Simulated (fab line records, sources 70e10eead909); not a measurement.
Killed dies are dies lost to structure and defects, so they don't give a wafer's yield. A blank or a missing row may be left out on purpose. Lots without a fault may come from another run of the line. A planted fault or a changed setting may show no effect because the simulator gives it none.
fab line records | flow nand_harc | part 2 of 2: steps 24 to 33 of 33
record lots=5 wafers=15 last_day=33
route steps=1302 shown A_SLIT@940 A_SIN_REMOVE@947 A_WL_FILL@952
lots that met no fault: from a run of the same line without faults
start_h: hours from the record's first day to the start of the lot's first wafer shown | wait_h: hours since the lot's step before | " the same as in the row above | L1.1+2: a row that stands for several wafers | - no value, or no start given | * or withheld: withheld | < > ~ a bound
route shown NAME@n: a module of which the file shows steps, and the number in the route of the first | usual: mean/standard deviation of fault-free wafers | same: alike in all rows | chamber/n: place in a boat | sites: the reading at each site | _std_site: their standard deviation | _edge_site: outer sites' mean less inner sites' | radius_mm: how far each site lies from the wafer's centre | mask NAME#n: copy n | behind: the tool/chamber that last shaped the wafer | hold: why the lot was held/for how many hours/how that ended | device: the transistor (n, p or np) that didn't switch | end of line: the same wafers' tests at the end of the route | a step without rows: its recipe alone | killed: dies lost to structure and defects at the first sort, not the wafer's yield | map: a wafer's dies, x killed, . not, _ none there
set.NAME: the setting as run; set.NAME@STEP: as run at that earlier step | model.NAME: the simulator's own value behind a step, which no gauge read
lots at some steps of the route; a table a step, a row a wafer
services: from which hour (start_h, from the record's first day; less than 0 if before it) a tool's chamber was out of use, for how many hours, and why
## steps
# step NHARC_A_WL_FILL_ETCHBACK_16
# recipe target_depth_a=1200 time_s=24 c4f8_flow_sccm=withheld o2_flow_sccm=8 ar_flow_sccm=withheld rf_w=600 bias_w=800 chemistry=C4F8/O2/Ar
# usual oes_product_au=0.980/0.028 rf_vpp_V=722/4.1
# columns lot.wafer tool chamber start_h wait_h oes_product_au rf_hours_counter_h rf_vpp_V
L074.4 rie_diel-11 1 - - 0.991 1.8 728
L074.1 " 2 " " 0.994 1.5 718
L074.5 " 0 " " 0.988 - 718
L076.2 rie_diel-11 2 - - 0.989 2.3 719
L076.5 " 0 " " 0.991 - 719
L076.6 " 1 " " 0.982 - 728
L080.3 rie_diel-11 0 - - 0.988 3.2 720
L080.1 " 2 " " 1.004 3.0 717
L080.2 " 3 " " 0.992 3.0 719
L088.3 rie_diel-06 2 - - 0.996 3.0 722
L088.2 " 1 " " 0.980 3.3 720
L088.6 " 3 " " 1.001 - 720
L096.4 rie_diel-11 2 - - 0.932 3.6 717
L096.5 " 0 " " 0.930 - 719
L096.6 " 1 " " 0.922 - 728
# step NHARC_A_WL_FILL_STRIP_29
# recipe time_s=20 o2_flow_sccm=500 ar_flow_sccm=0 bias_w=0 chemistry=O2
# usual drypump_motor_current_A=5.6/0.49 oes_product_au=0.998/0.0084 rf_vpp_V=57.7/0.86 showerhead_plenum_p_Torr=3.48/0.13 throttle_valve_pct=17.038/0.0095
# columns lot.wafer tool chamber start_h wait_h drypump_motor_current_A oes_product_au rf_hours_counter_h rf_vpp_V showerhead_plenum_p_Torr throttle_valve_pct
L074.1 rie_diel-11 3 484.54 0.1 6.2 1.007 1.7 58.6 3.38 17.028
L074.4 " 1 " " 5.3 0.997 1.9 58.2 3.71 17.035
L074.5 " 3 " " 6.2 1.001 - 57.3 3.38 17.052
L076.2 rie_diel-11 2 508.81 0.1 4.9 0.997 2.3 57.2 3.35 17.049
L076.6 " 2 " " 4.9 0.996 - 58.2 3.35 17.022
L076.5 " 3 " " 6.2 0.991 - 57.4 3.38 17.011
L080.3 rie_diel-11 1 524.68 0.1 5.3 0.994 3.2 58.8 3.71 17.024
L080.2 " 2 " " 4.9 0.995 3.0 57.8 3.35 17.023
L080.1 " 3 " " 6.2 0.987 3.0 58.4 3.38 17.035
L088.3 rie_diel-06 3 621.98 0.1 6.1 0.999 3.1 57.5 3.45 17.042
L088.2 " 1 " " 5.4 0.994 3.3 56.6 3.42 17.042
L088.6 " 3 " " 6.1 0.998 - 57.3 3.44 17.048
L096.4 rie_diel-11 0 692.87 0.1 6.1 1.009 4.3 56.6 3.39 17.032
L096.6 " 3 " " 6.2 1.006 - 57.9 3.37 17.057
L096.5 " 0 " " 6.1 1.008 - 58.2 3.39 17.032
# step NHARC_A_WL_FILL_ETCHBACK_17
# recipe target_depth_a=40 time_s=26.7 chemistry=Cl2/BCl3
# usual drypump_motor_current_A=5.8/0.55 oes_product_au=1.000/0.0071
# columns lot.wafer tool chamber start_h wait_h drypump_motor_current_A oes_product_au rf_hours_counter_h
L074.1 rie_metal-03 1 484.65 - 6.0 1.002 1.9
L074.4 " 1 " " 6.0 0.990 -
L074.5 " 0 " " 6.6 0.995 -
L076.2 rie_metal-03 0 508.91 - 6.6 1.000 3.1
L076.6 " 0 " " 6.6 0.995 -
L076.5 " 1 " " 6.0 1.002 -
L080.1 rie_metal-01 0 524.77 - 4.9 1.009 2.5
L080.2 " 1 " " 5.4 0.998 2.5
L080.3 " 1 " " 5.4 1.011 -
L088.2 rie_metal-01 0 622.06 - 4.9 0.987 0.5
L088.3 " 0 " " 4.8 1.003 -
L088.6 " 0 " " 4.9 0.993 -
L096.4 rie_metal-03 1 692.99 - 6.0 0.995 -
L096.5 " 1 " " 6.0 1.000 -
L096.6 " 0 " " 6.6 0.996 -
# step NHARC_A_WL_FILL_PRECLEAN_18
# recipe time_s=30 chemistry=dHF
# columns lot.wafer tool chamber start_h wait_h
L074.5+4+1 wet_bench-02 3,5,6 484.82 0.1
L076.5+2+6 wet_bench-09 5,7,2 509.09 0.1
L080.3+1+2 wet_bench-02 5,6,7 524.96 0.1
L088.2+3+6 wet_bench-09 4,0,1 622.24 0.2
L096.4+6+5 wet_bench-02 5,0,1 693.14 0.1
# step NHARC_A_WL_FILL_SRD_21
# columns lot.wafer tool chamber start_h wait_h
L074.5+4+1 wet_bench-02 3,5,6 484.84 0.0
L076.5+2+6 wet_bench-09 5,7,2 509.12 0.0
L080.3+1+2 wet_bench-02 5,6,7 524.99 0.0
L088.2+3+6 wet_bench-09 4,0,1 622.27 0.0
L096.4+6+5 wet_bench-02 5,0,1 693.16 0.0
# step NHARC_A_WL_FILL_CVD_23
# recipe target_thk_a=400 temp_c=620 pressure_mtorr=200 time_s=800 material=poly-Si
# usual spike_tc_top_C=638.4/1.7
# columns lot.wafer tool chamber start_h wait_h spike_tc_top_C
L074.1 lpcvd_poly-03 0 487.18 2.3 637.2
L074.4 " 0 " " 637.2
L074.5 " 0 " " 637.0
L076.2 lpcvd_poly-02 0 511.57 2.4 639.8
L076.5 " 0 " " 639.3
L076.6 " 0 " " 639.4
L080.1 lpcvd_poly-04 0 527.42 2.4 639.3
L080.2 " 0 " " 639.2
L080.3 " 0 " " 641.0
L088.2 lpcvd_poly-02 0 624.72 2.4 639.5
L088.3 " 0 " " 637.8
L088.6 " 0 " " 637.6
L096.4 lpcvd_poly-02 0 695.61 2.4 641.1
L096.5 " 0 " " 639.6
L096.6 " 0 " " 640.3
# step NHARC_A_WL_FILL_ETCHBACK_26
# recipe target_depth_a=520 time_s=13.3 hbr_flow_sccm=150 rf_w=350 icp_w=350 bias_w=60 chemistry=HBr
# usual drypump_motor_current_A=5.8/0.42 oes_product_au=0.999/0.0084 throttle_valve_pct=23.266/0.0093
# columns lot.wafer tool chamber start_h wait_h drypump_motor_current_A oes_product_au rf_hours_counter_h throttle_valve_pct
L074.1 rie_si-01 0 489.79 0.4 6.2 0.989 1.0 23.277
L074.4 " 3 " " 6.5 0.997 1.0 23.262
L074.5 " 0 " " 6.2 0.992 - 23.288
L076.2 rie_si-01 3 514.20 0.4 6.6 0.996 1.1 23.281
L076.6 " 3 " " 6.6 0.993 - 23.277
L076.5 " 0 " " 6.1 0.991 - 23.274
L080.1 rie_si-04 1 529.99 0.4 6.1 1.011 0.0 23.259
L080.3 " 2 " " 5.8 1.007 0.0 23.279
L080.2 " 3 " " 6.0 0.996 0.0 23.273
L088.3 rie_si-04 2 627.31 0.4 5.9 0.997 0.7 23.272
L088.2 " 3 " " 6.0 0.997 0.6 23.268
L088.6 " 3 " " 6.0 0.999 - 23.267
L096.4 rie_si-03 1 698.24 0.4 5.6 1.012 0.7 23.256
L096.5 " 2 " " 5.7 0.999 - 23.268
L096.6 " 3 " " 5.6 1.012 - 23.260
# step NHARC_A_WL_FILL_PRECLEAN_30
# recipe time_s=10 chemistry=dHF
# columns lot.wafer tool chamber start_h wait_h
L074.1+4+5 wet_bench-09 1,2,5 489.93 0.1
L076.5+2+6 wet_bench-09 3,6,7 514.35 0.1
L080.2+1+3 wet_bench-07 4,6,0 530.12 0.1
L088.6+2+3 wet_bench-02 5,6,0 627.46 0.1
L096.4+6+5 wet_bench-07 1,3,4 698.35 0.1
# step NHARC_A_WL_FILL_SRD_14
# columns lot.wafer tool chamber start_h wait_h
L074.1+4+5 wet_bench-09 1,2,5 489.95 0.0
L076.5+2+6 wet_bench-09 3,6,7 514.37 0.0
L080.2+1+3 wet_bench-07 4,6,0 530.14 0.0
L088.6+2+3 wet_bench-02 5,6,0 627.48 0.0
L096.4+6+5 wet_bench-07 1,3,4 698.37 0.0
# step NHARC_A_WL_FILL_ALD_19
# recipe target_thk_a=20 pulse_time_s=3 ald_cycles=100 temp_c=450 material=TiN
# usual heater_power_w=1123/110 precursor_pulse_height_rel=1.000/0.018 susceptor_temp_C=449.97/0.27
# columns lot.wafer tool chamber start_h wait_h heater_power_w precursor_pulse_height_rel since_wet_clean_h susceptor_temp_C
L074.4 ald_metal-02 0 490.08 0.1 1190 1.023 48 449.96
L074.1 " 1 " " 1031 1.006 48 449.99
L074.5 " 3 " " 1275 1.003 - 450.07
L076.2 ald_metal-04 1 514.51 0.1 991 0.981 31 449.64
L076.6 " 3 " " 1064 0.991 - 450.29
L076.5 " 0 " " 1129 1.011 - 450.11
L080.2 ald_metal-02 3 530.25 0.1 1245 1.000 88 449.78
L080.3 " 0 " " 1240 0.956 88 449.85
L080.1 " 2 " " 998 1.011 88 450.38
L088.3 ald_metal-04 3 627.60 0.1 1086 1.004 144 449.89
L088.2 " 0 " " 1154 0.998 144 450.13
L088.6 " 2 " " 1087 0.989 - 449.77
L096.4 ald_metal-01 1 698.49 0.1 964 1.006 163 450.14
L096.5 " 0 " " 1099 0.994 - 449.35
L096.6 " 1 " " 1011 0.992 - 450.04
## services
# columns tool chamber start_h hours kind
ald_metal-04 0 444.02 10.5 repair
wet_bench-01 - 453.60 8.0 pm
ald_metal-04 - 474.00 10.0 pm
ald_hk-01 - 475.62 10.0 pm
rie_diel-11 2 511.13 1.7 repair
wet_bench-07 - 512.00 8.0 pm
plasma_asher-01 - 519.04 9.0 pm
wet_bench-09 - 528.84 8.0 pm
wet_bench-04 - 569.20 1.8 repair
rie_diel-02 - 570.70 9.0 pm
rie_metal-01 - 575.00 9.0 pm
wet_bench-04 - 579.31 8.0 pm
ald_metal-04 1 586.15 2.5 repair
ald_metal-04 3 595.20 6.2 repair
wet_bench-02 - 596.00 8.0 pm
rie_diel-11 - 609.50 9.0 pm
rie_diel-02 1 626.30 17.0 repair
wet_bench-01 - 629.60 8.0 pm
ald_metal-04 - 631.32 2.1 repair
rie_metal-01 0 642.99 2.5 repair
ald_metal-04 - 652.00 10.0 pm
rie_diel-02 1 654.36 47.2 repair
rie_diel-02 2 690.58 2.6 repair
rie_diel-11 0 698.35 4.5 repair
